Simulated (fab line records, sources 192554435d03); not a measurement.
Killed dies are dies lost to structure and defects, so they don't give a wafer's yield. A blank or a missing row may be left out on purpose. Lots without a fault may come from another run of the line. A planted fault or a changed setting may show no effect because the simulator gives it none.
Chamber matching | flow n5_finfet | N5_HKMG_FIN_STRIP_89 on rie_diel-06: 4 sister chambers
The step strips SOC in N2/H2, time 20 s. 24 wafers are shown with their chamber, then 12 later ones without.

WAFERS WITH THEIR CHAMBER
wafer  | chamber | drypump_motor_current_A (A) | showerhead_plenum_p_Torr (Torr) | throttle_valve_pct (%)
L076.1 | 3       | 6.2                         | 3.24                            | 18.9
L076.2 | 2       | 5.9                         | 3.30                            | 18.7
L076.4 | 0       | 5.8                         | 3.30                            | 19.2
L077.2 | 3       | 6.2                         | 3.24                            | 18.9
L077.5 | 2       | 5.9                         | 3.30                            | 18.7
L077.6 | 3       | 6.2                         | 3.24                            | 18.9
L078.3 | 2       | 5.9                         | 3.30                            | 18.7
L078.5 | 0       | 5.8                         | 3.30                            | 19.2
L078.6 | 1       | 6.0                         | 3.38                            | 19.7
L081.1 | 2       | 5.9                         | 3.29                            | 18.7
L081.3 | 3       | 6.2                         | 3.23                            | 19.0
L081.5 | 1       | 6.0                         | 3.38                            | 19.7
L083.2 | 0       | 5.8                         | 3.30                            | 18.8
L083.5 | 1       | 6.0                         | 3.37                            | 19.7
L083.6 | 0       | 5.8                         | 3.30                            | 18.8
L086.1 | 1       | 5.9                         | 3.37                            | 19.8
L086.2 | 0       | 5.8                         | 3.30                            | 18.8
L086.3 | 2       | 5.9                         | 3.29                            | 18.3
L088.2 | 1       | 6.0                         | 3.36                            | 19.8
L088.3 | 2       | 5.9                         | 3.29                            | 18.3
L088.5 | 2       | 5.9                         | 3.29                            | 18.3
L089.1 | 0       | 5.8                         | 3.29                            | 18.8
L089.2 | 2       | 5.9                         | 3.29                            | 18.3
L089.5 | 2       | 5.9                         | 3.29                            | 18.3

SIGNATURES (means of the wafers above)
reading                  | chamber 0 | chamber 1 | chamber 2 | chamber 3 | scatter within a chamber
drypump_motor_current_A  | 5.800     | 5.980     | 5.900     | 6.200     | 0.02
showerhead_plenum_p_Torr | 3.2983    | 3.3720    | 3.2933    | 3.2375    | 0.00565
throttle_valve_pct       | 18.933    | 19.740    | 18.478    | 18.925    | 0.172
Rule: a wafer's distance from a chamber is the root of the sum, over the readings, of the square of ((its reading less the chamber's mean) divided by the reading's scatter). The wafer belongs to the nearest chamber; if the next one is less than 2 further off, it can't be placed. The scatter: the root of (the sum of the squares of (reading less its chamber's mean) over the shown wafers, divided by (wafers less chambers)).

WAFERS WITHOUT THEIR CHAMBER
wafer  | drypump_motor_current_A (A) | showerhead_plenum_p_Torr (Torr) | throttle_valve_pct (%)
L091.2 | 6.0                         | 3.36                            | 19.8
L091.4 | 5.8                         | 3.29                            | 18.8
L091.5 | 6.0                         | 3.36                            | 19.8
L092.2 | 5.9                         | 3.28                            | 18.3
L092.3 | 6.0                         | 3.36                            | 19.8
L092.5 | 5.8                         | 3.29                            | 18.8
L094.2 | 5.9                         | 3.28                            | 18.3
L094.3 | 5.9                         | 3.36                            | 19.8
L094.5 | 6.2                         | 3.22                            | 19.0
L096.3 | 5.8                         | 3.28                            | 18.8
L096.4 | 6.2                         | 3.22                            | 19.0
L096.5 | 5.9                         | 3.35                            | 19.8

WHICH CHAMBER EACH WENT THROUGH
wafer  | from the rows above | in truth
L091.2 | 1                   | 1
L091.4 | 0                   | 0
L091.5 | 1                   | 1
L092.2 | 2                   | 2
L092.3 | 1                   | 1
L092.5 | 0                   | 0
L094.2 | 2                   | 2
L094.3 | 1                   | 1
L094.5 | 3                   | 3
L096.3 | 0                   | 0
L096.4 | 3                   | 3
L096.5 | 1                   | 1
Placed correctly: 12 of 12. Can't be placed from these rows: 0. Placed wrongly: 0.
